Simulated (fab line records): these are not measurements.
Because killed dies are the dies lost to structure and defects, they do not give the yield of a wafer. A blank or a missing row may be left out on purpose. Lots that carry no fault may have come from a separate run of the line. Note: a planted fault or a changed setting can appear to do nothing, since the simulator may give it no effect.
Matching of chambers -- flow nand_harc -- 3 sister chambers for NHARC_P_BONDPAD_DEP_00 on pecvd-01
The step deposits SiCN, target thk 250 nm. 3 wafers are shown with their chamber, then 8 later ones without.

== WAFERS WITH THEIR CHAMBER ==
wafer,chamber,heater_power_w (W)
L087.5,1,516
L087.6,0,603
L089.1,2,589

== WAFERS WITH NO CHAMBER GIVEN ==
wafer,heater_power_w (W)
L089.2,548
L089.3,630
L088.2,539
L088.5,622
L088.6,641
L091.2,634
L091.4,617
L091.5,676

== THE CHAMBER EACH PASSED THROUGH ==
wafer,from the rows above,in truth
L089.2,can't be placed: 1 or 2 or 0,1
L089.3,can't be placed: 0 or 2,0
L088.2,can't be placed: 1 or 2 or 0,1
L088.5,can't be placed: 0 or 2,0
L088.6,can't be placed: 0 or 2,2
L091.2,can't be placed: 0 or 2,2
L091.4,can't be placed: 0 or 2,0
L091.5,can't be placed: 0 or 2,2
Correct placement for 0 of the 8. Can't be placed from these rows: 8 (the true chamber is among the candidates in 8). Wrongly placed: 0.
How it was worked out, from the rows above alone: a wafer's distance from a chamber is the root of the sum, over the readings, of the square of ((its reading less the chamber's mean) divided by the reading's scatter). The wafer belongs to the nearest chamber; if the next one is less than 2 further off, it can't be placed. Each chamber's mean is taken over the wafers shown for it. The scatter: root of mean squared gap, hidden wafer to nearest shown wafer, with one shown wafer a chamber.
